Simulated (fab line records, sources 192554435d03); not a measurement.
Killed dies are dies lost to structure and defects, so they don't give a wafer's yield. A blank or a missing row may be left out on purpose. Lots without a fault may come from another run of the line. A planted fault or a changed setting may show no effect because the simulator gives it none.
Chamber matching | flow n5_finfet | N5_BEOL_M1_CMP_52 on cmp-03: 4 sister chambers
The step polishes, stops on SiOC, t overpolish 6.8 s, target thk 40 nm. 4 wafers are shown with their chamber, then 8 later ones without.

WAFERS WITH THEIR CHAMBER
wafer  | chamber | motor_current_A (A)
L087.2 | 0       | 6.4
L088.1 | 3       | 6.3
L088.5 | 1       | 5.0
L089.1 | 2       | 7.3

WAFERS WITHOUT THEIR CHAMBER
wafer  | motor_current_A (A)
L089.4 | 6.5
L089.6 | 5.0
L091.2 | 6.4
L091.3 | 4.9
L091.5 | 6.4
L096.4 | 6.2
L096.5 | 6.1
L096.6 | 5.5

WHICH CHAMBER EACH WENT THROUGH
wafer  | from the rows above     | in truth
L089.4 | can't be placed: 0 or 3 | 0
L089.6 | 1                       | 1
L091.2 | can't be placed: 0 or 3 | 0
L091.3 | 1                       | 1
L091.5 | can't be placed: 0 or 3 | 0
L096.4 | can't be placed: 3 or 0 | 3
L096.5 | can't be placed: 3 or 0 | 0
L096.6 | can't be placed: 1 or 3 | 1
Placed correctly: 2 of 8. Can't be placed from these rows: 6 (the true chamber is among the candidates in 6). Placed wrongly: 0.
How it was worked out, from the rows above alone: a wafer's distance from a chamber is the root of the sum, over the readings, of the square of ((its reading less the chamber's mean) divided by the reading's scatter). The wafer belongs to the nearest chamber; if the next one is less than 2 further off, it can't be placed. A chamber's mean is the mean of its shown wafers. The scatter: with one shown wafer a chamber, the root of the mean of the squares of how far each hidden wafer lies from its nearest shown one.
